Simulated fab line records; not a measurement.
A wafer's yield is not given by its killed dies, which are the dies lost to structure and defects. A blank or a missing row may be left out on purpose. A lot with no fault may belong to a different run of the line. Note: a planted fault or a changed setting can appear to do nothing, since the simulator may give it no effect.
What tool caused it?	flow nand_harc	72 wafers from 24 lots sampled at 6 of the route's 1302 steps

WHAT THE GAUGES SHOWED, per wafer
Not one reading of a measure or inspect step in the record can be checked against a usual standard deviation.

EACH LOT AND THE TOOL THAT RAN IT (in order: tool; ch and the chambers of the sampled wafers; start)
lot	NHARC_A_STAIRCASE_ETCH_17	NHARC_A_STAIRCASE_TRIM_20	NHARC_A_STAIRCASE_ETCH_203	NHARC_A_STAIRCASE_ETCH_227	NHARC_A_STAIRCASE_TRIM_235	NHARC_A_STAIRCASE_ETCH_236
L074	rie_diel-09 ch 0,1,3, day 15 07:00 or earlier	rie_diel-05 ch 0,1,3, day 15 07:00	rie_diel-11 ch 2,3, no start	rie_diel-11 ch 1,2,3, no start	rie_diel-11 ch 1,3, no start	rie_diel-11 ch 2,3, no start
L075	rie_diel-09 ch 0,1,2, day 16 00:55 or earlier	rie_diel-09 ch 0,1, day 16 00:55	rie_diel-11 ch 2,3, no start	rie_diel-09 ch 2,3, no start	rie_diel-09 ch 1,2,3, no start	rie_diel-09 ch 2,3, no start
L076	rie_diel-05 ch 0,3, day 16 01:47 or earlier	rie_diel-05 ch 0,2, day 16 01:47	rie_diel-09 ch 0,3, no start	rie_diel-11 ch 1,3, no start	rie_diel-11 ch 1,2,3, no start	rie_diel-11 ch 1,2,3, no start
L077	rie_diel-11 ch 2,3, day 16 23:01 or earlier	rie_diel-09 ch 0,1,2, day 16 23:01	rie_diel-05 ch 0,2,3, no start	rie_diel-05 ch 1,2,3, no start	rie_diel-05 ch 0,1,2, no start	rie_diel-05 ch 0,2,3, no start
L078	rie_diel-09 ch 0,1,2, day 16 23:02 or earlier	rie_diel-05 ch 2,3, day 16 23:02	rie_diel-11 ch 1,2, no start	rie_diel-05 ch 0,2, no start	rie_diel-05 ch 0,2,3, no start	rie_diel-05 ch 0,1,2, no start
L079	rie_diel-09 ch 0,1, day 17 23:10 or earlier	rie_diel-09 ch 1,2, day 17 23:10	rie_diel-09 ch 0,1, no start	rie_diel-09 ch 0,1, no start	rie_diel-09 ch 0,3, no start	rie_diel-09 ch 0,2,3, no start
L080	rie_diel-05 ch 2,3, day 18 10:45 or earlier	rie_diel-05 ch 0,3, day 18 10:45	rie_diel-09 ch 0,2, no start	rie_diel-05 ch 2,3, no start	rie_diel-05 ch 1,2,3, no start	rie_diel-05 ch 0,1,3, no start
L081	rie_diel-05 ch 1,3, day 19 03:33 or earlier	rie_diel-11 ch 1,2,3, day 19 03:33	rie_diel-05 ch 0,1,3, no start	rie_diel-11 ch 1,2, no start	rie_diel-09 ch 0,2,3, no start	rie_diel-09 ch 1,3, no start
L082	rie_diel-09 ch 0,1, day 19 09:59 or earlier	rie_diel-05 ch 1,2, day 19 09:59	rie_diel-09 ch 0,3, no start	rie_diel-11 ch 2,3, no start	rie_diel-05 ch 0,1,3, no start	rie_diel-05 ch 1,2, no start
L084	rie_diel-09 ch 0,2,3, day 20 07:16 or earlier	rie_diel-09 ch 0,2,3, day 20 07:16	rie_diel-11 ch 0,1,3, no start	rie_diel-09 ch 1,2,3, no start	rie_diel-05 ch 0,1,2, no start	rie_diel-05 ch 1,2,3, no start
L083	rie_diel-11 ch 0,2, day 20 07:32 or earlier	rie_diel-11 ch 0,2,3, day 20 07:32	rie_diel-09 ch 0,1,3, no start	rie_diel-05 ch 0,1,3, no start	rie_diel-11 ch 0,1,3, no start	rie_diel-11 ch 1,2,3, no start
L085	rie_diel-05 ch 0,2,3, day 20 13:08 or earlier	rie_diel-09 ch 1,2,3, day 20 13:08	rie_diel-11 ch 0,2,3, no start	rie_diel-09 ch 1,3, no start	rie_diel-09 ch 1,2, no start	rie_diel-09 ch 1,2, no start
L087	rie_diel-05 ch 1,2, day 20 20:08 or earlier	rie_diel-05 ch 0,2,3, day 20 20:08	rie_diel-11 ch 2,3, no start	rie_diel-05 ch 1,2,3, no start	rie_diel-05 ch 0,1,2, no start	rie_diel-05 ch 0,3, no start
L086	rie_diel-09 ch 1,2, day 20 20:19 or earlier	rie_diel-05 ch 0,1,2, day 20 20:19	rie_diel-05 ch 0,2,3, no start	rie_diel-11 ch 2,3, no start	rie_diel-11 ch 1,3, no start	rie_diel-11 ch 1,3, no start
L088	rie_diel-11 ch 1,3, day 21 18:18 or earlier	rie_diel-11 ch 0,2, day 21 18:18	rie_diel-05 ch 0,3, no start	rie_diel-11 ch 0,3, no start	rie_diel-11 ch 0,3, no start	rie_diel-11 ch 1,2, no start
L090	rie_diel-11 ch 0,2,3, day 21 22:17 or earlier	rie_diel-11 ch 1,3, day 21 22:17	rie_diel-05 ch 0,2, no start	rie_diel-05 ch 2,3, no start	rie_diel-05 ch 0,3, no start	rie_diel-05 ch 1,3, no start
L089	rie_diel-05 ch 0,2,3, day 21 22:44 or earlier	rie_diel-11 ch 1,2,3, day 21 22:44	rie_diel-05 ch 0,1,3, no start	rie_diel-09 ch 0,1,2, no start	rie_diel-09 ch 0,3, no start	rie_diel-09 ch 0,2, no start
L091	rie_diel-11 ch 0,1,3, day 22 23:53 or earlier	rie_diel-09 ch 1,2,3, day 22 23:53	rie_diel-05 ch 0,2,3, no start	rie_diel-09 ch 0,1,3, no start	rie_diel-09 ch 0,1,2, no start	rie_diel-09 ch 0,1,3, no start
L092	rie_diel-11 ch 1,2,3, day 23 05:17 or earlier	rie_diel-05 ch 0,1,3, day 23 05:17	rie_diel-09 ch 1,2,3, no start	rie_diel-05 ch 0,1,2, no start	rie_diel-11 ch 1,2,3, no start	rie_diel-11 ch 0,2,3, no start
L094	rie_diel-09 ch 0,1,3, day 23 18:13 or earlier	rie_diel-09 ch 0,3, day 23 18:13	rie_diel-05 ch 0,2,3, no start	rie_diel-11 ch 1,2,3, no start	rie_diel-11 ch 0,1,2, no start	rie_diel-11 ch 1,2, no start
L093	rie_diel-09 ch 0,1,3, day 23 18:19 or earlier	rie_diel-09 ch 1,2,3, day 23 18:19	rie_diel-09 ch 1,2,3, no start	rie_diel-09 ch 1,2,3, no start	rie_diel-11 ch 0,2,3, no start	rie_diel-11 ch 1,2,3, no start
L096	rie_diel-11 ch 1,2, day 24 11:53 or earlier	rie_diel-05 ch 0,1,3, day 24 11:53	rie_diel-11 ch 0,1,3, no start	rie_diel-11 ch 1,3, no start	rie_diel-09 ch 1,3, no start	rie_diel-09 ch 1,2, no start
L095	rie_diel-09 ch 1,2,3, day 24 12:25 or earlier	rie_diel-11 ch 0,1,2, day 24 12:25	rie_diel-11 ch 0,2,3, no start	rie_diel-09 ch 0,2,3, no start	rie_diel-09 ch 1,2,3, no start	rie_diel-09 ch 0,2,3, no start
L097	rie_diel-11 ch 0,1,3, day 25 12:59 or earlier	rie_diel-09 ch 0,1,3, day 25 12:59	rie_diel-11 ch 0,1,2, no start	rie_diel-11 ch 0,1,2, no start	rie_diel-05 ch 0,2,3, no start	rie_diel-05 ch 0,1,3, no start
- NHARC_A_STAIRCASE_ETCH_17: etches the open film in C4F8/O2, target depth 100 nm, time 40.5 s.
- NHARC_A_STAIRCASE_TRIM_20: chemistry O2, time 211.2 s.
- NHARC_A_STAIRCASE_ETCH_203: etches the open film in C4F8/O2, target depth 100 nm, time 40.5 s.
- NHARC_A_STAIRCASE_ETCH_227: etches the open film in C4F8/O2, target depth 100 nm, time 40.5 s.
- NHARC_A_STAIRCASE_TRIM_235: chemistry O2, time 211.2 s.
- NHARC_A_STAIRCASE_ETCH_236: etches the open film in C4F8/O2, target depth 100 nm, time 40.5 s.

AS READ BY THE TOOLS THEMSELVES (means over the sampled wafers that have a number; for cases with no such wafer, the mark the record gives instead)
NHARC_A_STAIRCASE_ETCH_17. Usual: oes_product_au 0.940 a.u., standard deviation 0.011; rf_vpp_V 894 V, standard deviation 6.4.
lot	tool	oes_product_au (a.u.)	rf_vpp_V (V)	flag
L074	rie_diel-09	0.926	891	
L075	rie_diel-09	0.939	895	
L076	rie_diel-05	0.929	893	
L077	rie_diel-11	0.923	892	
L078	rie_diel-09	0.939	895	
L079	rie_diel-09	0.948	895	
L080	rie_diel-05	0.944	897	
L081	rie_diel-05	0.939	892	
L082	rie_diel-09	0.942	895	
L084	rie_diel-09	0.943	890	
L083	rie_diel-11	0.944	893	
L085	rie_diel-05	0.939	894	
L087	rie_diel-05	0.948	895	
L086	rie_diel-09	0.941	899	
L088	rie_diel-11	0.949	891	
L090	rie_diel-11	0.935	895	
L089	rie_diel-05	0.942	894	
L091	rie_diel-11	0.938	890	
L092	rie_diel-11	0.939	896	
L094	rie_diel-09	0.941	903	
L093	rie_diel-09	0.934	903	
L096	rie_diel-11	0.948	900	
L095	rie_diel-09	0.946	901	
L097	rie_diel-11	0.944	889	

NHARC_A_STAIRCASE_TRIM_20. Usual: drypump_motor_current_A 5.71 A, standard deviation 0.28; oes_product_au 0.998 a.u., standard deviation 0.0094; rf_vpp_V 57.6 V, standard deviation 0.93; showerhead_plenum_p_Torr 3.50 Torr, standard deviation 0.17; throttle_valve_pct 17.036 %, standard deviation 0.0088.
lot	tool	drypump_motor_current_A (A)	oes_product_au (a.u.)	rf_vpp_V (V)	showerhead_plenum_p_Torr (Torr)	throttle_valve_pct (%)	flag
L074	rie_diel-05	5.81	0.987	57.4	3.43	17.032	
L075	rie_diel-09	5.35	1.000	57.0	3.40	17.034	
L076	rie_diel-05	5.90	0.995	57.7	3.52	17.039	
L077	rie_diel-09	5.53	0.994	57.6	3.51	17.036	
L078	rie_diel-05	6.05	1.000	57.4	3.58	17.033	
L079	rie_diel-09	5.72	0.994	57.9	3.61	17.031	
L080	rie_diel-05	5.74	1.001	57.1	3.42	17.042	
L081	rie_diel-11	5.75	1.000	57.9	3.36	17.041	
L082	rie_diel-05	5.96	1.002	57.4	3.51	17.032	
L084	rie_diel-09	5.51	0.991	57.7	3.38	17.042	
L083	rie_diel-11	5.91	0.997	57.9	3.53	17.036	
L085	rie_diel-09	5.55	0.996	57.5	3.49	17.038	
L087	rie_diel-05	5.90	1.002	58.1	3.50	17.041	
L086	rie_diel-05	5.82	0.995	56.7	3.42	17.026	
L088	rie_diel-11	6.03	0.999	57.6	3.64	17.027	
L090	rie_diel-11	5.63	0.986	56.8	3.42	17.034	
L089	rie_diel-11	5.74	1.003	57.7	3.53	17.033	
L091	rie_diel-09	5.55	1.009	58.0	3.66	17.025	
L092	rie_diel-05	5.82	0.996	56.6	3.40	17.039	
L094	rie_diel-09	5.32	1.008	58.6	3.80	17.031	
L093	rie_diel-09	5.54	1.001	58.6	3.66	17.038	
L096	rie_diel-05	5.81	0.994	58.0	3.39	17.034	
L095	rie_diel-11	5.83	0.999	56.5	3.46	17.035	
L097	rie_diel-09	5.36	1.002	58.1	3.72	17.045	

NHARC_A_STAIRCASE_ETCH_203. Usual: oes_product_au 0.941 a.u., standard deviation 0.012; rf_vpp_V 893 V, standard deviation 6.
lot	tool	oes_product_au (a.u.)	rf_vpp_V (V)	flag
L074	rie_diel-11	0.938	890	
L075	rie_diel-11	0.928	889	
L076	rie_diel-09	0.946	887	
L077	rie_diel-05	0.942	895	
L078	rie_diel-11	0.950	889	
L079	rie_diel-09	0.934	895	
L080	rie_diel-09	0.955	890	
L081	rie_diel-05	0.934	892	
L082	rie_diel-09	0.960	886	
L084	rie_diel-11	0.939	890	
L083	rie_diel-09	0.943	890	
L085	rie_diel-11	0.938	896	
L087	rie_diel-11	0.954	897	
L086	rie_diel-05	0.948	895	
L088	rie_diel-05	0.933	893	
L090	rie_diel-05	0.929	891	
L089	rie_diel-05	0.940	891	
L091	rie_diel-05	0.948	894	
L092	rie_diel-09	0.948	901	
L094	rie_diel-05	0.944	894	
L093	rie_diel-09	0.943	900	
L096	rie_diel-11	0.945	890	
L095	rie_diel-11	0.940	894	
L097	rie_diel-11	0.944	893	

NHARC_A_STAIRCASE_ETCH_227. Usual: oes_product_au 0.940 a.u., standard deviation 0.01; rf_vpp_V 895 V, standard deviation 6.6.
lot	tool	oes_product_au (a.u.)	rf_vpp_V (V)	flag
L074	rie_diel-11	0.933	890	
L075	rie_diel-09	0.931	896	
L076	rie_diel-11	0.934	891	
L077	rie_diel-05	0.942	895	
L078	rie_diel-05	0.942	895	
L079	rie_diel-09	0.950	890	
L080	rie_diel-05	0.935	898	
L081	rie_diel-11	0.943	900	
L082	rie_diel-11	0.943	902	
L084	rie_diel-09	0.947	895	
L083	rie_diel-05	0.945	892	
L085	rie_diel-09	0.940	894	
L087	rie_diel-05	0.941	895	
L086	rie_diel-11	0.951	902	
L088	rie_diel-11	0.931	892	
L090	rie_diel-05	0.942	897	
L089	rie_diel-09	0.942	901	
L091	rie_diel-09	0.949	904	
L092	rie_diel-05	0.942	891	
L094	rie_diel-11	0.948	895	
L093	rie_diel-09	0.945	900	
L096	rie_diel-11	0.932	891	
L095	rie_diel-09	0.928	903	
L097	rie_diel-11	0.948	893	

NHARC_A_STAIRCASE_TRIM_235. Usual: drypump_motor_current_A 5.71 A, standard deviation 0.27; oes_product_au 0.997 a.u., standard deviation 0.0097; rf_vpp_V 57.6 V, standard deviation 0.94; showerhead_plenum_p_Torr 3.49 Torr, standard deviation 0.17; throttle_valve_pct 17.037 %, standard deviation 0.0091.
lot	tool	drypump_motor_current_A (A)	oes_product_au (a.u.)	rf_vpp_V (V)	showerhead_plenum_p_Torr (Torr)	throttle_valve_pct (%)	flag
L074	rie_diel-11	5.61	0.978	58.0	3.44	17.040	
L075	rie_diel-09	5.55	0.999	56.9	3.51	17.035	
L076	rie_diel-11	5.75	0.997	56.8	3.37	17.037	
L077	rie_diel-05	5.81	0.998	57.4	3.43	17.031	
L078	rie_diel-05	5.90	0.997	58.4	3.51	17.039	
L079	rie_diel-09	5.34	0.998	57.4	3.28	17.029	
L080	rie_diel-05	5.98	0.997	57.4	3.50	17.041	
L081	rie_diel-09	5.52	0.994	57.1	3.38	17.041	
L082	rie_diel-05	5.81	1.007	57.7	3.41	17.041	
L084	rie_diel-05	5.80	0.997	57.5	3.42	17.036	
L083	rie_diel-11	5.71	0.993	57.4	3.37	17.037	
L085	rie_diel-09	5.59	0.996	57.7	3.60	17.037	
L087	rie_diel-05	5.81	0.999	58.0	3.41	17.035	
L086	rie_diel-11	5.61	0.992	57.4	3.42	17.039	
L088	rie_diel-11	5.78	0.992	57.5	3.41	17.027	
L090	rie_diel-05	5.73	0.993	57.6	3.40	17.041	
L089	rie_diel-09	5.34	1.006	57.6	3.81	17.042	
L091	rie_diel-09	5.53	1.000	57.5	3.66	17.040	
L092	rie_diel-11	5.75	1.009	57.5	3.52	17.043	
L094	rie_diel-11	5.84	1.008	57.9	3.46	17.039	
L093	rie_diel-11	5.91	0.996	57.5	3.51	17.031	
L096	rie_diel-09	5.41	0.994	58.8	3.66	17.026	
L095	rie_diel-09	5.56	0.994	58.0	3.65	17.032	
L097	rie_diel-05	5.91	0.992	57.4	3.48	17.049	

NHARC_A_STAIRCASE_ETCH_236. Usual: oes_product_au 0.941 a.u., standard deviation 0.012; rf_vpp_V 894 V, standard deviation 6.2.
lot	tool	oes_product_au (a.u.)	rf_vpp_V (V)	flag
L074	rie_diel-11	0.935	890	
L075	rie_diel-09	0.948	895	
L076	rie_diel-11	0.936	890	
L077	rie_diel-05	0.934	895	
L078	rie_diel-05	0.940	893	
L079	rie_diel-09	0.937	890	
L080	rie_diel-05	0.948	892	
L081	rie_diel-09	0.933	896	
L082	rie_diel-05	0.948	892	
L084	rie_diel-05	0.936	894	
L083	rie_diel-11	0.944	896	
L085	rie_diel-09	0.922	899	
L087	rie_diel-05	0.950	893	
L086	rie_diel-11	0.960	890	
L088	rie_diel-11	0.960	894	
L090	rie_diel-05	0.940	891	
L089	rie_diel-09	0.943	902	
L091	rie_diel-09	0.954	903	
L092	rie_diel-11	0.932	895	
L094	rie_diel-11	0.955	899	
L093	rie_diel-11	0.946	896	
L096	rie_diel-09	0.935	897	
L095	rie_diel-09	0.949	902	
L097	rie_diel-05	0.934	891	

THE ANSWER, worked out from the rows above alone
Rule: lot off if the mean of its wafers having a number is beyond 3 standard deviations from the usual mean. Also off: a lot with no number at a reading for which 4 or more lots have one. The other lots that the step has rows for count as sound. The gauges are gone through in route order, then the tools' own readings, and for those a lot's mean is taken as printed above. At the first step where some lot is off, the reading lying furthest off is the one used; lots without a number count as furthest.
No lot is off on any of the readings shown, so nothing can be concluded from this.

WHAT THE SIMULATOR PUT IN
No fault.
